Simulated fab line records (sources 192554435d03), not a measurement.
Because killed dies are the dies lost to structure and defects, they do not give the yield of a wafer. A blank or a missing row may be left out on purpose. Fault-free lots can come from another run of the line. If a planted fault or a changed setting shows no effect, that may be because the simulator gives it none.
Struck lot and sound lot, side by side | flow n5_finfet | 16 steps out of a route of 1938
Sound: the wafers L373.1, L373.2, L373.5. Struck: wafers L387.2, L387.3 (left out: L387.5, a lot-mate that was not struck); the cause follows at the end.
Each step with rows lists, per side, the tool, then ch with its chambers, then its first start. Under that, the readings that differ: sound wafers | struck wafers | difference of the means | sigmas: that difference in standard deviations of wafers without a fault.
alike: readings whose means differ by less than 2 such deviations, and words and numbers that are the same on both sides. not compared: withheld readings, readings that some wafer has no value for, bounds like >300 that may hide the same value, and numbers for which the record gives no deviation and whose values overlap.
Wherever a step has rows on one side only, a row that says differs or no value, or a row with sigmas, the two part there. Numbers that have no deviation but don't overlap get no sigmas and don't part them. A reading that every wafer of one side lacks parts them only if that side has two wafers or more.

first, 6 steps without rows for these wafers: N5_MOL_CONTACT_COAG_COAT_34 (resist thk 40 nm); N5_MOL_CONTACT_COAG_EBR_36; N5_MOL_CONTACT_COAG_SOFTBAKE_35 (time 60 s); N5_MOL_CONTACT_COAG_EXPOSE_37 (exposes mask VD, defocus 0 nm); N5_MOL_CONTACT_COAG_PEB_38 (peb time 60 s); N5_MOL_CONTACT_COAG_DEVELOP_39 (develop time 30 s).
N5_MOL_CONTACT_COAG_CD_MEAS_40: target cd 25.1 nm.
  sound on cd_sem-01 ch 0, day 5 06:49; struck on cd_sem-01 ch 0, day 9 10:56
  alike: cd_nm
N5_MOL_CONTACT_COAG_OVL_MEAS_41:
  sound on overlay-02 ch 0, day 5 06:51; struck on overlay-02 ch 0, day 9 10:58
  alike: VD_OVL
N5_MOL_CONTACT_COAG_INSPECT_42: inspects for defects (brightfield).
  sound: defect_inspect-02 at day 5 06:55; struck: defect_inspect-02 at day 9 11:02
  alike: raw_defect_count
N5_MOL_CONTACT_COAG_DESCUM_45: chemistry O2, time 7 s.
  sound on rie_diel-05 ch 1,2, day 5 06:57; struck on rie_diel-02 ch 1,2, day 9 12:37
  reading      | sound             | struck      | difference | sigmas
  rf_vpp_V (V) | 243.1 243.5 241.9 | 245.2 246.0 | +2.8       | +2
  alike: drypump_motor_current_A, oes_product_au, showerhead_plenum_p_Torr, throttle_valve_pct
  not compared: rf_hours_counter_h
N5_MOL_CONTACT_COAG_ETCH_65: etches underlayer in N2/H2, target depth 13 nm, time 10.4 s.
  sound on rie_diel-05 ch 1,2, day 5 06:59; struck on rie_diel-02 ch 1,2, day 9 12:39
  alike: drypump_motor_current_A, etch_rf_on_time_s, h2_flow_sccm, oes_product_au, rf_vpp_V, showerhead_plenum_p_Torr, throttle_valve_pct
  not compared: rf_hours_counter_h
N5_MOL_CONTACT_COAG_ETCH_66: etches SiARC in CF4, target depth 13 nm, time 21.7 s.
  sound on rie_diel-05 ch 1,2, day 5 07:00; struck on rie_diel-02 ch 1,2, day 9 12:40
  alike: drypump_motor_current_A, etch_rf_on_time_s, mfc_ar_sccm, oes_product_au, rf_vpp_V, showerhead_plenum_p_Torr, throttle_valve_pct
  not compared: rf_hours_counter_h
N5_MOL_CONTACT_COAG_ALD_133: deposits SiO2, target thk 5 nm, pulse time 1 s, co reactant pulse time 1 s.
  sound on ald_sin-03 ch 0,1,2, day 5 07:05; struck on ald_sin-04 ch 1,3, day 9 12:53
  reading    | sound    | struck | difference | sigmas
  ald_cycles | 35 35 35 | 36 36  | +1         |
  alike: heater_power_w, precursor_pulse_height_rel
N5_MOL_CONTACT_COAG_ETCHBACK_134: etches SiO2 in CHF3, target depth 10 nm, time 6.7 s.
  sound on rie_diel-05 ch 0,1,2, day 5 07:16; struck on rie_diel-02 ch 0,3, day 9 13:05
  alike: drypump_motor_current_A, mfc_ar_sccm, oes_product_au, rf_vpp_V, showerhead_plenum_p_Torr, throttle_valve_pct
  not compared: rf_hours_counter_h
-- the record jumps here: 3 days lie between the struck wafers' starts before and after (it left off in module MOL_CONTACT_COAG and takes up again in module BEOL_M4, whose first step shown is number 1111 of the route) --
N5_BEOL_M4_RC_MEAS_101:
  sound on prober-01 ch 0, day 7 19:44; struck on prober-01 ch 0, day 12 01:53
  alike: DIBL_N, DIBL_P, IOFF_N, IOFF_P, ION_N, ION_P, SS_N, SS_P, VT_N, VT_P
N5_PASSIVATION_PROBE_49:
  the record has rows for the sound wafers here (prober-02, day 11 16:22) and none for the struck ones

## WHERE THEY PART
First at N5_MOL_CONTACT_COAG_DESCUM_45; last, within this record, at N5_PASSIVATION_PROBE_49.

WHY: the cause the simulator had injected
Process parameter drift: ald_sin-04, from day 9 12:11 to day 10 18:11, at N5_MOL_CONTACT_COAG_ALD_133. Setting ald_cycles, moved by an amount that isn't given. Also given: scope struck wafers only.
